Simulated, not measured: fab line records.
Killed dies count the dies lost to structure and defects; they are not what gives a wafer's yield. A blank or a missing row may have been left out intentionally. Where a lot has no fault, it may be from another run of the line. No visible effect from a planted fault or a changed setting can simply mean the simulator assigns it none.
fab line records    flow n5Finfet
record lots=7  wafers=39
route steps=1938 shown BEOL_M7@1308 BEOL_M14@1716 MIM_BOT_LITHO@1860
startH: start of the lot's first displayed wafer, in hours after the record's first day    waitH: hours elapsed since this lot's preceding step    " unchanged from the row above    L1.1+2: a row that stands for several wafers    - either no value or no given start    * or withheld: withheld    < > ~ a bound
route shown NAME@n: a module of which the file shows steps, and the number in the route of the first    usual: the fault-free wafers' mean and standard deviation    same: alike in all rows    chamber/n: place in a boat    sites: per-site readings    _std_site: their standard deviation    _edge_site: the outer-site mean with the inner-site mean subtracted    radiusMm: for every site, how far away it sits from the centre of the wafer    mask NAME#n: copy n    behind: the last tool/chamber to shape the wafer    hold: why the lot was held/for how many hours/how that ended    device: whichever transistor did not switch (one of n, p or np)    end of line: tests of these same wafers at the route's end    a step given without rows: its recipe and nothing more    killed: dies that structure and defects cost at the first sort, which is not the same as the wafer's yield    map: a wafer's dies, x killed, . not, _ none there
set.NAME: setting as actually run; set.NAME@STEP: the setting as run at that earlier step    model.NAME: the simulator's own value behind a step, which no gauge read
lots with deliberately changed settings; one table per step, one row per wafer
## steps
# step N5_BEOL_M7_TRENCH_ETCH_37
# recipe chemistry=C4F6/O2  targetDepthA=934.78  target=SiCOH_lowk  timeS=31.2  ionEnergyEv=250  pressureMtorr=30  sourceW=345  biasW=185  Ar_flow_sccm=300  C4F6_flow_sccm=10  O2_flow_sccm=10
lot.wafer  tool        chamber  startH  waitH  set.timeS  model.BEOL_M7.featureDepthNm  model.etch.depthNm  model.TiN_of_BEOL_M7_HM_DEP_02.thkNm
L075.1     rieDiel-06  1        -       -      31.2       92.6                          92.55               17
L075.2     "           2        "       "      31.2       91.8                          91.82               17.2
L075.3     "           0        "       "      45.84      131.8                         131.7               15.8
L075.4     "           3        "       "      45.84      133.8                         133.8               15.6
L075.5     "           1        "       "      45.84      134.8                         134.9               16
L075.6     "           0        "       "      31.2       89.4                          89.48               17.2
L074.1     rieDiel-02  3        -       -      26.48      80.4                          80.3                17.4
L074.2     "           2        "       "      26.48      79.2                          79.16               17.8
L074.3     "           0        "       "      26.48      81.6                          81.51               17.6
L074.4     "           1        "       "      31.2       94.2                          94.15               17.4
L074.5     "           2        "       "      31.2       93                            93.05               17.4
L074.6     "           1        "       "      31.2       94.2                          94.12               17
L086.1     rieDiel-06  1        -       -      26.1       76.8                          76.89               17.6
L086.2     "           2        "       "      31.2       91                            91.09               17.6
L086.3     "           3        "       "      31.2       91.8                          91.71               17.2
L086.4     "           3        "       "      31.2       90.8                          90.81               17.6
L086.5     "           2        "       "      26.1       77                            76.93               18
L086.6     "           1        "       "      26.1       77.4                          77.37               17.6
L089.1     rieDiel-02  0        -       -      31.2       95                            94.92               17
L089.2     "           2        "       "      31.2       91.6                          91.58               17
L089.3     "           3        "       "      31.2       93.6                          93.69               17
L089.4     "           1        "       "      31.2       95                            94.9                17.2
L089.5     "           1        "       "      31.2       93.8                          93.77               17
L089.6     "           2        "       "      31.2       91.4                          91.3                16.8
L093.1     rieDiel-06  0        -       -      49.73      144.2                         144.3               16.2
L093.2     "           3        "       "      31.2       91.2                          91.11               17.6
L093.3     "           1        "       "      31.2       93                            92.94               17.6
L093.4     "           2        "       "      49.73      145.2                         145.1               16.2
L093.5     "           2        "       "      31.2       91.6                          91.66               17.6
L093.6     "           1        "       "      49.73      147.2                         147.2               16
L096.1     rieDiel-02  2        -       -      31.2       92.8                          92.87               17.4
L096.5     "           2        "       "      31.2       92.6                          92.54               17.6
L096.6     "           3        "       "      31.2       94.2                          94.25               17
L097.1     rieDiel-02  3        -       -      31.2       93.6                          93.57               17.8
L097.2     "           0        "       "      31.2       94.6                          94.65               17.4
L097.3     "           2        "       "      31.2       91.6                          91.54               17.4
L097.4     "           1        "       "      31.2       93.6                          93.56               17.8
L097.5     "           2        "       "      31.2       92.4                          92.4                17.4
L097.6     "           1        "       "      31.2       94                            93.94               17.6
# step N5_BEOL_M7_ETCH_41
# recipe chemistry=CH3F/O2  target=SiCN  targetDepthA=319  taperDeg=2  timeS=57.8  ionEnergyEv=120  maskMaterial=TiN  pressureMtorr=30  sourceW=395  biasW=75  Ar_flow_sccm=150  CH3F_flow_sccm=30  O2_flow_sccm=20
# step N5_BEOL_M7_STRIP_80
# recipe chemistry=N2/H2  timeS=10  powerW=450  tempC=40  pressureMtorr=20  rfFrequencyHz=6e+07  biasPowerW=7  n2FlowSccm=200  h2FlowSccm=200
# step N5_BEOL_M7_OCD_MEAS_38
# usual trenchDepthNm=92.7/1.4
lot.wafer  tool    chamber  startH  waitH  set.timeS@BEOL_M7_TRENCH_ETCH_37  trenchDepthNm
L075.1     ocd-01  -        198.43  -      31.2                              92.7
L075.2     "       -        "       "      31.2                              91.7
L075.3     "       -        "       "      45.84                             131.5
L075.4     "       -        "       "      45.84                             134.1
L075.5     "       -        "       "      45.84                             135.0
L075.6     "       -        "       "      31.2                              89.2
L074.1     ocd-02  -        198.67  -      26.48                             80.2
L074.2     "       -        "       "      26.48                             79.4
L074.3     "       -        "       "      26.48                             81.0
L074.4     "       -        "       "      31.2                              93.8
L074.5     "       -        "       "      31.2                              93.2
L074.6     "       -        "       "      31.2                              94.1
L086.1     ocd-02  -        276.12  -      26.1                              77.1
L086.2     "       -        "       "      31.2                              91.4
L086.3     "       -        "       "      31.2                              92.2
L086.4     "       -        "       "      31.2                              91.1
L086.5     "       -        "       "      26.1                              76.9
L086.6     "       -        "       "      26.1                              77.3
L089.1     ocd-01  -        280.51  -      31.2                              94.9
L089.2     "       -        "       "      31.2                              91.1
L089.3     "       -        "       "      31.2                              93.8
L089.4     "       -        "       "      31.2                              95.0
L089.5     "       -        "       "      31.2                              93.9
L089.6     "       -        "       "      31.2                              91.7
L093.1     ocd-02  -        305.06  -      49.73                             144.4
L093.2     "       -        "       "      31.2                              90.9
L093.3     "       -        "       "      31.2                              93.2
L093.4     "       -        "       "      49.73                             145.1
L093.5     "       -        "       "      31.2                              91.7
L093.6     "       -        "       "      49.73                             147.6
L096.1     ocd-02  -        318.91  -      31.2                              92.7
L096.5     "       -        "       "      31.2                              92.7
L096.6     "       -        "       "      31.2                              94.2
L097.1     ocd-01  -        325.73  -      31.2                              93.8
L097.2     "       -        "       "      31.2                              94.8
L097.3     "       -        "       "      31.2                              91.7
L097.4     "       -        "       "      31.2                              92.9
L097.5     "       -        "       "      31.2                              92.4
L097.6     "       -        "       "      31.2                              93.8
# step N5_BEOL_M7_HM_STRIP_39
# recipe chemistry=peroxideTinStrip  material=TiN  targetDepthA=250  tempC=50  timeS=158
# step N5_BEOL_M7_SRD_40
# recipe timeS=30  tempC=23  rinseLiquid=diw  dry=ipaMarangoni
# step N5_BEOL_M7_ECD_50
# recipe material=Cu  targetThkA=3000
# step N5_BEOL_M7_ANNEAL_51
# recipe tempC=225  timeS=90  ambient=N2
# step N5_BEOL_M7_CMP_52
# recipe stopOn=SiCOH_lowk  tOverpolishS=6.9  downForcePsi=1  platenRpm=50  clearingPlatenDownForcePsi=1.5  clearingPlatenRpm=50  postCmpClean=cuAlkaline  targetThkNm=80  clearingPlatenPadVelocityMS=0.99484  padVelocityMS=0.99484
lot.wafer  tool    chamber  startH  waitH  set.timeS@BEOL_M7_TRENCH_ETCH_37  model.Cu_of_BEOL_M7_ECD_50.thkNm
L075.4     cmp-03  3        200.81  0.1    45.84                             119.4
L075.3     "       0        "       "      45.84                             117.6
L075.2     "       1        "       "      31.2                              78.4
L075.1     "       2        "       "      31.2                              76.6
L075.5     "       3        "       "      45.84                             120
L075.6     "       0        "       "      31.2                              75.4
L074.3     cmp-02  3        201.08  0.2    26.48                             66.4
L074.4     "       0        "       "      31.2                              81
L074.2     "       1        "       "      26.48                             66
L074.1     "       2        "       "      26.48                             65
L074.6     "       3        "       "      31.2                              79
L074.5     "       0        "       "      31.2                              77.8
L086.3     cmp-03  3        278.38  0.2    31.2                              77.6
L086.2+4   "       0,1      "       "      31.2                              77.4
L086.1     "       2        "       "      26.1                              61.2
L086.6     "       3        "       "      26.1                              62.4
L086.5     "       0        "       "      26.1                              62.6
L089.4+5   cmp-02  3,0      283.67  0.1    31.2                              81
L089.1     "       0        "       "      31.2                              81.6
L089.3     "       1        "       "      31.2                              80.6
L089.2     "       2        "       "      31.2                              77.6
L089.6     "       3        "       "      31.2                              76.8
L093.2+5   cmp-03  0        307.33  0.2    31.2                              78
L093.3     "       1        "       "      31.2                              79
L093.1     "       2        "       "      49.73                             130.6
L093.4     "       3        "       "      49.73                             131.6
L093.6     "       1        "       "      49.73                             133.6
L096.1     cmp-02  2        322.65  0.3    31.2                              79.4
L096.5     "       0        "       "      31.2                              79.8
L096.6     "       1        "       "      31.2                              82
L097.4     cmp-01  2        328.63  0.1    31.2                              78.6
L097.2     "       3        "       "      31.2                              79.8
L097.1     "       0        "       "      31.2                              79.6
L097.3     "       1        "       "      31.2                              77.2
L097.6     "       2        "       "      31.2                              78.8
L097.5     "       3        "       "      31.2                              78.2
# step N5_BEOL_M7_THK_MEAS_53
# recipe thkMeasGauge=xrf  reads=Cu_of_BEOL_M7_ECD_50
# usual M7_THK=78.9/1.7
lot.wafer  tool          chamber  startH  waitH  set.timeS@BEOL_M7_TRENCH_ETCH_37  M7_THK[nm]
L075.1     filmMetro-01  -        201.11  -      31.2                              76.0
L075.2     "             -        "       "      31.2                              78.0
L075.3     "             -        "       "      45.84                             116.8
L075.4     "             -        "       "      45.84                             119.0
L075.5     "             -        "       "      45.84                             118.8
L075.6     "             -        "       "      31.2                              74.9
L074.1     filmMetro-02  -        201.38  -      26.48                             65.1
L074.2     "             -        "       "      26.48                             65.9
L074.3     "             -        "       "      26.48                             66.5
L074.4     "             -        "       "      31.2                              81.1
L074.5     "             -        "       "      31.2                              77.8
L074.6     "             -        "       "      31.2                              78.8
L086.1     filmMetro-01  -        278.67  -      26.1                              61.0
L086.2     "             -        "       "      31.2                              77.2
L086.3     "             -        "       "      31.2                              77.5
L086.4     "             -        "       "      31.2                              77.3
L086.5     "             -        "       "      26.1                              62.7
L086.6     "             -        "       "      26.1                              62.2
L089.1     filmMetro-01  -        283.96  -      31.2                              80.6
L089.2     "             -        "       "      31.2                              76.8
L089.3     "             -        "       "      31.2                              79.9
L089.4     "             -        "       "      31.2                              80.2
L089.5     "             -        "       "      31.2                              80.5
L089.6     "             -        "       "      31.2                              76.4
L093.1     filmMetro-02  -        307.62  -      49.73                             131.9
L093.2     "             -        "       "      31.2                              78.8
L093.3     "             -        "       "      31.2                              80.0
L093.4     "             -        "       "      49.73                             132.8
L093.5     "             -        "       "      31.2                              79.0
L093.6     "             -        "       "      49.73                             134.8
L096.1     filmMetro-01  -        322.87  -      31.2                              79.6
L096.5     "             -        "       "      31.2                              79.8
L096.6     "             -        "       "      31.2                              82.6
L097.1     filmMetro-01  -        328.93  -      31.2                              79.4
L097.2     "             -        "       "      31.2                              79.8
L097.3     "             -        "       "      31.2                              77.2
L097.4     "             -        "       "      31.2                              78.3
L097.5     "             -        "       "      31.2                              77.8
L097.6     "             -        "       "      31.2                              78.9
# step N5_BEOL_M7_PRE_CLEAN_55
# recipe gas=NH3  timeS=15  tempC=withheld  rfPowerW=300
# step N5_BEOL_M7_DEP_56
# recipe material=SiCN  targetThkA=100  tempC=withheld  precursor=3MS/NH3  pressureTorr=3  rfW=202  timeS=17.5
# step N5_BEOL_M7_RS_MEAS_57
# recipe thkMeasGauge=four-point-probe  reads=Cu_of_BEOL_M7_ECD_50+Co_of_BEOL_M7_CVD_78+TaN_of_BEOL_M7_ALD_77
# usual M7_RS=0.290/0.0072
lot.wafer  tool          chamber  startH  waitH  set.timeS@BEOL_M7_TRENCH_ETCH_37  M7_RS[ohm/sq]
L075.1     filmMetro-01  -        201.24  0.1    31.2                              0.301
L075.2     "             -        "       "      31.2                              0.292
L075.3     "             -        "       "      45.84                             0.184
L075.4     "             -        "       "      45.84                             0.180
L075.5     "             -        "       "      45.84                             0.180
L075.6     "             -        "       "      31.2                              0.307
L074.1     filmMetro-02  -        201.51  0.1    26.48                             0.365
L074.2     "             -        "       "      26.48                             0.358
L074.3     "             -        "       "      26.48                             0.356
L074.4     "             -        "       "      31.2                              0.281
L074.5     "             -        "       "      31.2                              0.295
L074.6     "             -        "       "      31.2                              0.290
L086.1     filmMetro-01  -        278.80  0.1    26.1                              0.394
L086.2     "             -        "       "      31.2                              0.297
L086.3     "             -        "       "      31.2                              0.296
L086.4     "             -        "       "      31.2                              0.296
L086.5     "             -        "       "      26.1                              0.382
L086.6     "             -        "       "      26.1                              0.384
L089.1     filmMetro-01  -        284.10  0.1    31.2                              0.279
L089.2     "             -        "       "      31.2                              0.295
L089.3     "             -        "       "      31.2                              0.283
L089.4     "             -        "       "      31.2                              0.282
L089.5     "             -        "       "      31.2                              0.282
L089.6     "             -        "       "      31.2                              0.299
L093.1     filmMetro-02  -        307.75  0.1    49.73                             0.163
L093.2     "             -        "       "      31.2                              0.295
L093.3     "             -        "       "      31.2                              0.289
L093.4     "             -        "       "      49.73                             0.162
L093.5     "             -        "       "      31.2                              0.294
L093.6     "             -        "       "      49.73                             0.159
L096.1     filmMetro-02  -        323.00  0.1    31.2                              0.288
L096.5     "             -        "       "      31.2                              0.286
L096.6     "             -        "       "      31.2                              0.277
L097.1     filmMetro-01  -        329.06  0.1    31.2                              0.286
L097.2     "             -        "       "      31.2                              0.286
L097.3     "             -        "       "      31.2                              0.298
L097.4     "             -        "       "      31.2                              0.292
L097.5     "             -        "       "      31.2                              0.292
L097.6     "             -        "       "      31.2                              0.290
# step N5_BEOL_M14_ILD_DEP_00
# recipe material=SiO2  targetThkA=11193  tempC=400  precursor=TEOS/O2  pressureTorr=6.5  rfW=900  teosFlowSccm=161.4  gas=O2  flowSccm=2650  timeS=237.4
lot.wafer  tool      chamber  startH  waitH  set.targetThkA  model.SiO2_of_BEOL_M14_ILD_DEP_00.thkNm
L075.1     pecvd-03  1        248.32  0.0    5307            543.8
L075.2     "         2        "       "      5307            523.4
L075.3     "         0        "       "      11193           1093
L075.4     "         2        "       "      5307            530.6
L075.5     "         0        "       "      11193           1129
L075.6     "         1        "       "      11193           1145
L074.1     pecvd-02  2        254.70  0.0    13430           1306
L074.2     "         0        "       "      11193           1104
L074.3     "         1        "       "      13430           1349
L074.4     "         2        "       "      11193           1114
L074.5     "         1        "       "      11193           1138
L074.6     "         0        "       "      13430           1337
L086.1     pecvd-03  1        324.45  0.0    11193           1121
L086.2     "         2        "       "      9276            920.4
L086.3     "         0        "       "      11193           1111
L086.4     "         1        "       "      9276            954
L086.5     "         2        "       "      9276            931.2
L086.6     "         0        "       "      11193           1126
L089.1     pecvd-03  0        329.78  0.0    14070           1390
L089.2     "         1        "       "      14070           1413
L089.3     "         2        "       "      11193           1096
L089.4     "         0        "       "      14070           1411
L089.5     "         1        "       "      11193           1148
L089.6     "         2        "       "      11193           1122
L093.1     pecvd-02  2        347.09  0.0    11193           1108
L093.2     "         1        "       "      11193           1123
L093.3     "         0        "       "      11193           1099
L093.4     "         2        "       "      11193           1114
L093.5     "         0        "       "      11193           1116
L093.6     "         1        "       "      11193           1138
L096.1     pecvd-02  2        367.64  0.0    11193           1090
L096.5     "         2        "       "      11193           1115
L096.6     "         1        "       "      11193           1112
L097.1     pecvd-04  0        376.63  0.0    14350           1402
L097.2     "         1        "       "      14350           1433
L097.3     "         2        "       "      11193           1123
L097.4     "         1        "       "      11193           1138
L097.5     "         0        "       "      14350           1409
L097.6     "         2        "       "      11193           1143
# step N5_BEOL_M14_THK_MEAS_01
# recipe reads=SiO2_of_BEOL_M14_ILD_DEP_00
# usual M14_ILD_THK=1121/17
lot.wafer  tool          chamber  startH  waitH  set.targetThkA@BEOL_M14_ILD_DEP_00  M14_ILD_THK[nm]
L075.1     filmMetro-01  -        248.51  0.1    5307                                544
L075.2     "             -        "       "      5307                                523
L075.3     "             -        "       "      11193                               1094
L075.4     "             -        "       "      5307                                530
L075.5     "             -        "       "      11193                               1130
L075.6     "             -        "       "      11193                               1144
L074.1     filmMetro-01  -        254.89  0.1    13430                               1305
L074.2     "             -        "       "      11193                               1103
L074.3     "             -        "       "      13430                               1350
L074.4     "             -        "       "      11193                               1115
L074.5     "             -        "       "      11193                               1138
L074.6     "             -        "       "      13430                               1336
L086.1     filmMetro-01  -        324.64  0.1    11193                               1121
L086.2     "             -        "       "      9276                                920
L086.3     "             -        "       "      11193                               1111
L086.4     "             -        "       "      9276                                954
L086.5     "             -        "       "      9276                                931
L086.6     "             -        "       "      11193                               1126
L089.1     filmMetro-01  -        329.97  0.1    14070                               1390
L089.2     "             -        "       "      14070                               1413
L089.3     "             -        "       "      11193                               1095
L089.4     "             -        "       "      14070                               1411
L089.5     "             -        "       "      11193                               1148
L089.6     "             -        "       "      11193                               1123
L093.1     filmMetro-01  -        347.27  0.1    11193                               1108
L093.2     "             -        "       "      11193                               1123
L093.3     "             -        "       "      11193                               1099
L093.4     "             -        "       "      11193                               1114
L093.5     "             -        "       "      11193                               1115
L093.6     "             -        "       "      11193                               1138
L096.1     filmMetro-01  -        367.91  0.2    11193                               1090
L096.5     "             -        "       "      11193                               1115
L096.6     "             -        "       "      11193                               1112
L097.1     filmMetro-01  -        376.82  0.1    14350                               1402
L097.2     "             -        "       "      14350                               1433
L097.3     "             -        "       "      11193                               1123
L097.4     "             -        "       "      11193                               1138
L097.5     "             -        "       "      14350                               1408
L097.6     "             -        "       "      11193                               1143
# step N5_BEOL_M14_COAT_58
# recipe resist=BARC  tempC=205  timeS=60  spinRpm=1500  resistThkNm=89
# step N5_BEOL_M14_COAT_04
# recipe spinRpm=1704  resistThkNm=800
# step N5_BEOL_M14_DESCUM_15
# recipe chemistry=O2  timeS=7.9  sourcePowerW=50  biasPowerW=20  pressureMtorr=20  rfFrequencyHz=2.712e+07  tempC=40  o2FlowSccm=225
# step N5_BEOL_M14_ETCH_59
# recipe chemistry=N2/H2  target=BARC  targetDepthA=890  overetchA=267  timeS=67.9  ionEnergyEv=200  pressureMtorr=30  sourceW=840  biasW=150  n2FlowSccm=200  h2FlowSccm=200
# step N5_BEOL_M14_VIA_ETCH_16
# recipe chemistry=C4F8/O2/Ar  target=SiO2  heInnerTorr=15  heOuterTorr=30  targetDepthA=12313  timeS=withheld  ionEnergyEv=800  pressureMtorr=20  sourceW=1905  biasW=2040  Ar_flow_sccm=400  C4F8_flow_sccm=16  O2_flow_sccm=12  ends=cleared
lot.wafer  tool        chamber  startH  waitH  set.targetThkA@BEOL_M14_ILD_DEP_00  model.etch.depthNm  model.coat_of_BEOL_M14_COAT_04.thkNm
L075.1     rieDiel-05  2        249.11  0.0    5307                                543.8               597.2
L075.2     "           3        "       "      5307                                523.4               595.6
L075.3     "           0        "       "      11193                               1093                461.8
L075.4     "           1        "       "      5307                                530.7               598.6
L075.5     "           0        "       "      11193                               1129                451.8
L075.6     "           3        "       "      11193                               1145                444.8
L074.1     rieDiel-05  1        255.37  0.0    13430                               1306                411.6
L074.2     "           3        "       "      11193                               1104                452.6
L074.3     "           0        "       "      13430                               1349                395
L074.4     "           3        "       "      11193                               1114                451
L074.5     "           0        "       "      11193                               1138                446.6
L074.6     "           1        "       "      13430                               1337                406.8
L086.1     rieDiel-05  0        325.68  0.0    11193                               1121                451.2
L086.2     "           3        "       "      9276                                920.4               495.6
L086.3     "           2        "       "      11193                               1111                455.6
L086.4     "           2        "       "      9276                                954.1               495.2
L086.5     "           0        "       "      9276                                931.1               495.6
L086.6     "           3        "       "      11193                               1126                447.8
L089.1     rieDiel-05  0        330.45  0.0    14070                               1390                386.8
L089.2     "           2        "       "      14070                               1413                390.8
L089.3     "           3        "       "      11193                               1096                460.8
L089.4     "           0        "       "      14070                               1411                387.2
L089.5     "           2        "       "      11193                               1148                450.2
L089.6     "           3        "       "      11193                               1122                448.6
L093.1     rieDiel-01  0        347.76  0.0    11193                               1108                449.4
L093.2     "           3        "       "      11193                               1123                450.6
L093.3     "           2        "       "      11193                               1099                457.6
L093.4     "           1        "       "      11193                               1114                450.6
L093.5     "           2        "       "      11193                               1116                452.6
L093.6     "           3        "       "      11193                               1138                446.2
L096.1     rieDiel-01  3        368.39  0.0    11193                               1090                466.4
L096.5     "           1        "       "      11193                               1115                458.2
L096.6     "           0        "       "      11193                               1112                455.4
L097.1     rieDiel-05  0        377.60  0.0    14350                               1402                382.8
L097.2     "           3        "       "      14350                               1433                374.4
L097.3     "           2        "       "      11193                               1123                452
L097.4     "           0        "       "      11193                               1138                446.4
L097.5     "           3        "       "      14350                               1409                378.8
L097.6     "           2        "       "      11193                               1143                447.2
# step N5_MIM_BOT_LITHO_DEVELOP_07
# recipe developTimeS=60  rinseLiquid=diw  dry=airSpin  devTempC=21
lot.wafer         tool           chamber  startH  waitH  set.developTimeS
L075.1+2+3+4+5+6  lithoTrack-02  0        -       -      60
L074.1+5+6        lithoTrack-03  0        -       -      93.95
L074.2+3+4        "              0        "       "      60
L086.1+2+5        lithoTrack-02  0        -       -      81.81
L086.3+4+6        "              0        "       "      60
L089.1+2+5        lithoTrack-02  0        -       -      60
L089.3+4+6        "              0        "       "      85.63
L093.1+3+4        lithoTrack-02  0        -       -      60
L093.2+5+6        "              0        "       "      42.88
L096.1+5+6        lithoTrack-01  0        -       -      60
L097.1+2+3+4+5+6  lithoTrack-01  0        -       -      60
# step N5_MIM_BOT_LITHO_HARDBAKE_09
# recipe tempC=130  timeS=120
# step N5_MIM_BOT_LITHO_CD_MEAS_08
# recipe targetCdNm=3000  landingEnergyEv=500  detector=seInlens  polarity=opening
# usual cdNm=2998.8/1.5
lot.wafer  tool      chamber  startH  waitH  set.developTimeS@MIM_BOT_LITHO_DEVELOP_07  cdNm
L075.1     cdSem-01  0        268.80  -      60                                         2997.0
L075.2     "         0        "       "      60                                         2997.5
L075.3     "         0        "       "      60                                         2994.3
L075.4     "         0        "       "      60                                         2997.1
L075.5     "         0        "       "      60                                         2995.1
L075.6     "         0        "       "      60                                         2996.3
L074.1     cdSem-03  0        273.13  -      93.95                                      3008.9
L074.2     "         0        "       "      60                                         3001.3
L074.3     "         0        "       "      60                                         3002.5
L074.4     "         0        "       "      60                                         2999.7
L074.5     "         0        "       "      93.95                                      3006.6
L074.6     "         0        "       "      93.95                                      3009.2
L086.1     cdSem-03  0        341.60  -      81.81                                      3003.5
L086.2     "         0        "       "      81.81                                      3004.4
L086.3     "         0        "       "      60                                         2997.2
L086.4     "         0        "       "      60                                         2998.4
L086.5     "         0        "       "      81.81                                      3003.6
L086.6     "         0        "       "      60                                         2999.5
L089.1     cdSem-02  0        347.53  -      60                                         3000.0
L089.2     "         0        "       "      60                                         2998.6
L089.3     "         0        "       "      85.63                                      3006.4
L089.4     "         0        "       "      85.63                                      3004.4
L089.5     "         0        "       "      60                                         3000.8
L089.6     "         0        "       "      85.63                                      3006.0
L093.1     cdSem-01  0        368.08  -      60                                         2998.9
L093.2     "         0        "       "      42.88                                      2989.3
L093.3     "         0        "       "      60                                         2998.7
L093.4     "         0        "       "      60                                         2998.5
L093.5     "         0        "       "      42.88                                      2994.0
L093.6     "         0        "       "      42.88                                      2989.7
L096.1     cdSem-01  0        386.00  -      60                                         3000.5
L096.5     "         0        "       "      60                                         2999.8
L096.6     "         0        "       "      60                                         2999.4
L097.1     cdSem-01  0        393.15  -      60                                         3001.0
L097.2     "         0        "       "      60                                         3001.3
L097.3     "         0        "       "      60                                         2999.9
L097.4     "         0        "       "      60                                         2999.9
L097.5     "         0        "       "      60                                         2999.9
L097.6     "         0        "       "      60                                         3000.4
## key
split step=N5_BEOL_M7_TRENCH_ETCH_37  setting=timeS  stated=31.2  by=wafer
response step=N5_BEOL_M7_TRENCH_ETCH_37  reading=model.BEOL_M7.featureDepthNm  change=+0.899  per=1%  r=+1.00
response step=N5_BEOL_M7_TRENCH_ETCH_37  reading=model.etch.depthNm  change=+0.899  per=1%  r=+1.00
response step=N5_BEOL_M7_TRENCH_ETCH_37  reading=model.TiN_of_BEOL_M7_HM_DEP_02.thkNm  change=-0.0256  per=1%  r=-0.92
response step=N5_BEOL_M7_OCD_MEAS_38  reading=trenchDepthNm  change=+0.903  per=1%  r=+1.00
response step=N5_BEOL_M7_CMP_52  reading=model.Cu_of_BEOL_M7_ECD_50.thkNm  change=+0.903  per=1%  r=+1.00
response step=N5_BEOL_M7_THK_MEAS_53  reading=M7_THK  change=+0.904  per=1%  r=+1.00
response step=N5_BEOL_M7_RS_MEAS_57  reading=M7_RS  change=-0.00256  per=1%  r=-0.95
split step=N5_BEOL_M14_ILD_DEP_00  setting=targetThkA  stated=11193  by=wafer
response step=N5_BEOL_M14_ILD_DEP_00  reading=model.SiO2_of_BEOL_M14_ILD_DEP_00.thkNm  change=+10.9  per=1%  r=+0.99
response step=N5_BEOL_M14_THK_MEAS_01  reading=M14_ILD_THK  change=+10.9  per=1%  r=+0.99
response step=N5_BEOL_M14_VIA_ETCH_16  reading=model.etch.depthNm  change=+10.9  per=1%  r=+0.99
response step=N5_BEOL_M14_VIA_ETCH_16  reading=model.coat_of_BEOL_M14_COAT_04.thkNm  change=-2.62  per=1%  r=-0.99
split step=N5_MIM_BOT_LITHO_DEVELOP_07  setting=developTimeS  stated=60  by=wafer
response step=N5_MIM_BOT_LITHO_CD_MEAS_08  reading=cdNm  change=+0.148  per=1%  r=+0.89
